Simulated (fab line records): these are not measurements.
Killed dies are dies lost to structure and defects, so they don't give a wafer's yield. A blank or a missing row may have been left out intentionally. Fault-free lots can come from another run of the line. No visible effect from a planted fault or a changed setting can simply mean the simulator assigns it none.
The tool behind it: which one? / flow n5_finfet / 24 lots with 72 wafers sampled at 3 steps, on a route of 1938 steps

== WHAT THE GAUGES SHOWED, per wafer ==
N5_BEOL_M4_THK_MEAS_01. Usual: M4_ILD_THK 79.0 nm, standard deviation 0.88.
lot=L074; measured=day 8 02:03; on=film_metro-01; M4_ILD_THK (nm)=79.0 80.3 80.1; flag=
lot=L075; measured=day 8 03:20; on=film_metro-01; M4_ILD_THK (nm)=78.1 78.6 79.1; flag=
lot=L076; measured=day 8 03:54; on=film_metro-01; M4_ILD_THK (nm)=78.0 78.2 78.7; flag=
lot=L077; measured=day 8 11:41; on=film_metro-01; M4_ILD_THK (nm)=77.6 79.2 78.6; flag=
lot=L078; measured=day 8 15:30; on=film_metro-02; M4_ILD_THK (nm)=80.0 79.7 79.1; flag=
lot=L079; measured=day 8 15:32; on=film_metro-02; M4_ILD_THK (nm)=78.7 78.1 80.0; flag=
lot=L080; measured=day 9 06:15; on=film_metro-02; M4_ILD_THK (nm)=78.5 78.3 80.6; flag=
lot=L081; measured=day 9 09:22; on=film_metro-01; M4_ILD_THK (nm)=77.9 78.9 80.0; flag=
lot=L082; measured=day 10 00:32; on=film_metro-01; M4_ILD_THK (nm)=79.1 80.0 78.6; flag=
lot=L083; measured=day 10 03:11; on=film_metro-02; M4_ILD_THK (nm)=78.7 79.1 80.1; flag=
lot=L084; measured=day 10 12:41; on=film_metro-02; M4_ILD_THK (nm)=78.3 79.4 80.0; flag=
lot=L085; measured=day 10 13:09; on=film_metro-01; M4_ILD_THK (nm)=78.3 79.6 79.2; flag=
lot=L087; measured=day 10 15:50; on=film_metro-02; M4_ILD_THK (nm)=78.5 78.0 79.3; flag=
lot=L086; measured=day 10 19:36; on=film_metro-01; M4_ILD_THK (nm)=77.7 79.6 80.7; flag=
lot=L088; measured=day 11 02:32; on=film_metro-01; M4_ILD_THK (nm)=79.0 79.3 79.3; flag=
lot=L089; measured=day 11 02:39; on=film_metro-01; M4_ILD_THK (nm)=79.2 79.1 80.8; flag=
lot=L090; measured=day 11 07:35; on=film_metro-01; M4_ILD_THK (nm)=77.3 77.8 79.4; flag=
lot=L092; measured=day 11 19:23; on=film_metro-02; M4_ILD_THK (nm)=77.8 78.1 79.9; flag=
lot=L091; measured=day 12 08:49; on=film_metro-01; M4_ILD_THK (nm)=78.9 78.6 78.7; flag=
lot=L093; measured=day 12 12:10; on=film_metro-02; M4_ILD_THK (nm)=78.8 78.9 80.3; flag=
lot=L094; measured=day 12 19:19; on=film_metro-01; M4_ILD_THK (nm)=79.4 77.7 79.7; flag=
lot=L095; measured=day 12 20:13; on=film_metro-01; M4_ILD_THK (nm)=77.8 77.9 79.0; flag=
lot=L096; measured=day 13 03:01; on=film_metro-01; M4_ILD_THK (nm)=78.9 80.1 80.6; flag=
lot=L097; measured=day 13 10:31; on=film_metro-01; M4_ILD_THK (nm)=79.7 80.3 79.8; flag=

== EACH LOT AND THE TOOL THAT RAN IT (in order: tool; ch and the chambers of the sampled wafers; start) ==
lot=L074; N5_BEOL_M3_SPUTTER_96=pvd_sputter-02, day 8 00:52; N5_BEOL_M3_ANNEAL_51=rtp_anneal-02 ch 0, day 8 01:10
lot=L075; N5_BEOL_M3_SPUTTER_96=pvd_sputter-01, day 8 02:09; N5_BEOL_M3_ANNEAL_51=rtp_anneal-01 ch 0, day 8 02:26
lot=L076; N5_BEOL_M3_SPUTTER_96=pvd_sputter-02, day 8 02:43; N5_BEOL_M3_ANNEAL_51=rtp_anneal-01 ch 0, day 8 02:57
lot=L077; N5_BEOL_M3_SPUTTER_96=pvd_sputter-01, day 8 10:29; N5_BEOL_M3_ANNEAL_51=rtp_anneal-02 ch 0, day 8 10:41
lot=L078; N5_BEOL_M3_SPUTTER_96=pvd_sputter-01, day 8 14:06; N5_BEOL_M3_ANNEAL_51=rtp_anneal-02 ch 0, day 8 14:26
lot=L079; N5_BEOL_M3_SPUTTER_96=pvd_sputter-03, day 8 14:19; N5_BEOL_M3_ANNEAL_51=rtp_anneal-01 ch 0, day 8 14:35
lot=L080; N5_BEOL_M3_SPUTTER_96=pvd_sputter-01, day 9 04:49; N5_BEOL_M3_ANNEAL_51=rtp_anneal-01 ch 0, day 9 05:04
lot=L081; N5_BEOL_M3_SPUTTER_96=pvd_sputter-03, day 9 08:11; N5_BEOL_M3_ANNEAL_51=rtp_anneal-01 ch 0, day 9 08:23
lot=L082; N5_BEOL_M3_SPUTTER_96=pvd_sputter-01, day 9 23:21; N5_BEOL_M3_ANNEAL_51=rtp_anneal-02 ch 0, day 9 23:32
lot=L083; N5_BEOL_M3_SPUTTER_96=pvd_sputter-01, day 10 02:01; N5_BEOL_M3_ANNEAL_51=rtp_anneal-02 ch 0, day 10 02:13
lot=L084; N5_BEOL_M3_SPUTTER_96=pvd_sputter-03, day 10 11:17; N5_BEOL_M3_ANNEAL_51=rtp_anneal-01 ch 0, day 10 11:32
lot=L085; N5_BEOL_M3_SPUTTER_96=pvd_sputter-01, day 10 11:49; N5_BEOL_M3_ANNEAL_51=rtp_anneal-01 ch 0, day 10 12:13
lot=L087; N5_BEOL_M3_SPUTTER_96=pvd_sputter-01, day 10 14:28; N5_BEOL_M3_ANNEAL_51=rtp_anneal-02 ch 0, day 10 14:52
lot=L086; N5_BEOL_M3_SPUTTER_96=pvd_sputter-02, day 10 18:11; N5_BEOL_M3_ANNEAL_51=rtp_anneal-02 ch 0, day 10 18:40
lot=L088; N5_BEOL_M3_SPUTTER_96=pvd_sputter-01, day 11 01:21; N5_BEOL_M3_ANNEAL_51=rtp_anneal-02 ch 0, day 11 01:41
lot=L089; N5_BEOL_M3_SPUTTER_96=pvd_sputter-03, day 11 01:29; N5_BEOL_M3_ANNEAL_51=rtp_anneal-01 ch 0, day 11 01:40
lot=L090; N5_BEOL_M3_SPUTTER_96=pvd_sputter-02, day 11 06:25; N5_BEOL_M3_ANNEAL_51=rtp_anneal-02 ch 0, day 11 06:37
lot=L092; N5_BEOL_M3_SPUTTER_96=pvd_sputter-01, day 11 18:03; N5_BEOL_M3_ANNEAL_51=rtp_anneal-02 ch 0, day 11 18:22
lot=L091; N5_BEOL_M3_SPUTTER_96=pvd_sputter-03, day 12 07:37; N5_BEOL_M3_ANNEAL_51=rtp_anneal-01 ch 0, day 12 07:50
lot=L093; N5_BEOL_M3_SPUTTER_96=pvd_sputter-01, day 12 10:59; N5_BEOL_M3_ANNEAL_51=rtp_anneal-01 ch 0, day 12 11:11
lot=L094; N5_BEOL_M3_SPUTTER_96=pvd_sputter-03, day 12 18:01; N5_BEOL_M3_ANNEAL_51=rtp_anneal-02 ch 0, day 12 18:13
lot=L095; N5_BEOL_M3_SPUTTER_96=pvd_sputter-01, day 12 19:02; N5_BEOL_M3_ANNEAL_51=rtp_anneal-01 ch 0, day 12 19:16
lot=L096; N5_BEOL_M3_SPUTTER_96=pvd_sputter-03, day 13 01:47; N5_BEOL_M3_ANNEAL_51=rtp_anneal-02 ch 0, day 13 02:02
lot=L097; N5_BEOL_M3_SPUTTER_96=pvd_sputter-02, day 13 09:20; N5_BEOL_M3_ANNEAL_51=rtp_anneal-02 ch 0, day 13 09:40
- N5_BEOL_M3_SPUTTER_96: material Cu, target thk 4.5 nm, time 8.29 s.
- N5_BEOL_M3_ANNEAL_51: time 90 s.

== AS READ BY THE TOOLS THEMSELVES (means over the sampled wafers that have a number; for cases with no such wafer, the mark the record gives instead) ==
N5_BEOL_M3_SPUTTER_96. Usual: 30.5 % for throttle_valve_pct, sd 0.69.
lot=L074; tool=pvd_sputter-02; throttle_valve_pct (%)=30.0; flag=
lot=L075; tool=pvd_sputter-01; throttle_valve_pct (%)=30.4; flag=
lot=L076; tool=pvd_sputter-02; throttle_valve_pct (%)=30.2; flag=
lot=L077; tool=pvd_sputter-01; throttle_valve_pct (%)=30.0; flag=
lot=L078; tool=pvd_sputter-01; throttle_valve_pct (%)=30.5; flag=
lot=L079; tool=pvd_sputter-03; throttle_valve_pct (%)=31.2; flag=
lot=L080; tool=pvd_sputter-01; throttle_valve_pct (%)=30.7; flag=
lot=L081; tool=pvd_sputter-03; throttle_valve_pct (%)=31.3; flag=
lot=L082; tool=pvd_sputter-01; throttle_valve_pct (%)=30.0; flag=
lot=L083; tool=pvd_sputter-01; throttle_valve_pct (%)=30.3; flag=
lot=L084; tool=pvd_sputter-03; throttle_valve_pct (%)=31.2; flag=
lot=L085; tool=pvd_sputter-01; throttle_valve_pct (%)=30.9; flag=
lot=L087; tool=pvd_sputter-01; throttle_valve_pct (%)=30.1; flag=
lot=L086; tool=pvd_sputter-02; throttle_valve_pct (%)=30.0; flag=
lot=L088; tool=pvd_sputter-01; throttle_valve_pct (%)=30.8; flag=
lot=L089; tool=pvd_sputter-03; throttle_valve_pct (%)=31.0; flag=
lot=L090; tool=pvd_sputter-02; throttle_valve_pct (%)=30.5; flag=
lot=L092; tool=pvd_sputter-01; throttle_valve_pct (%)=29.9; flag=
lot=L091; tool=pvd_sputter-03; throttle_valve_pct (%)=31.0; flag=
lot=L093; tool=pvd_sputter-01; throttle_valve_pct (%)=30.5; flag=
lot=L094; tool=pvd_sputter-03; throttle_valve_pct (%)=30.9; flag=
lot=L095; tool=pvd_sputter-01; throttle_valve_pct (%)=30.0; flag=
lot=L096; tool=pvd_sputter-03; throttle_valve_pct (%)=30.6; flag=
lot=L097; tool=pvd_sputter-02; throttle_valve_pct (%)=30.0; flag=

N5_BEOL_M3_ANNEAL_51. Usual: 225.9 for wafer_temp_C_max, sd 0.33.
lot=L074 tool=rtp_anneal-02 wafer_temp_C_max=226.1 flag=
lot=L075 tool=rtp_anneal-01 wafer_temp_C_max=225.6 flag=
lot=L076 tool=rtp_anneal-01 wafer_temp_C_max=225.6 flag=
lot=L077 tool=rtp_anneal-02 wafer_temp_C_max=226.2 flag=
lot=L078 tool=rtp_anneal-02 wafer_temp_C_max=226.2 flag=
lot=L079 tool=rtp_anneal-01 wafer_temp_C_max=225.5 flag=
lot=L080 tool=rtp_anneal-01 wafer_temp_C_max=225.8 flag=
lot=L081 tool=rtp_anneal-01 wafer_temp_C_max=225.5 flag=
lot=L082 tool=rtp_anneal-02 wafer_temp_C_max=226.0 flag=
lot=L083 tool=rtp_anneal-02 wafer_temp_C_max=226.2 flag=
lot=L084 tool=rtp_anneal-01 wafer_temp_C_max=225.6 flag=
lot=L085 tool=rtp_anneal-01 wafer_temp_C_max=225.4 flag=
lot=L087 tool=rtp_anneal-02 wafer_temp_C_max=226.1 flag=
lot=L086 tool=rtp_anneal-02 wafer_temp_C_max=225.8 flag=
lot=L088 tool=rtp_anneal-02 wafer_temp_C_max=226.3 flag=
lot=L089 tool=rtp_anneal-01 wafer_temp_C_max=225.5 flag=
lot=L090 tool=rtp_anneal-02 wafer_temp_C_max=225.9 flag=
lot=L092 tool=rtp_anneal-02 wafer_temp_C_max=226.0 flag=
lot=L091 tool=rtp_anneal-01 wafer_temp_C_max=225.6 flag=
lot=L093 tool=rtp_anneal-01 wafer_temp_C_max=225.5 flag=
lot=L094 tool=rtp_anneal-02 wafer_temp_C_max=226.0 flag=
lot=L095 tool=rtp_anneal-01 wafer_temp_C_max=225.7 flag=
lot=L096 tool=rtp_anneal-02 wafer_temp_C_max=226.1 flag=
lot=L097 tool=rtp_anneal-02 wafer_temp_C_max=226.3 flag=

== THE ANSWER, worked out from the rows above alone ==
Rule: lot off if the mean of its wafers having a number is beyond 3 standard deviations from the usual mean. A lot without any number at a reading at which 4 lots or more have one is off too. All remaining lots with rows at the step are treated as sound. After the gauges, taken in route order, come the tools' own readings; for these a lot's mean is taken, as printed above. At the first step where some lot is off, the reading lying furthest off is the one used; lots without a number count as furthest.
No lot is off on any of the readings shown, so nothing can be concluded from this.

== WHAT WAS PUT IN BY THE SIMULATOR ==
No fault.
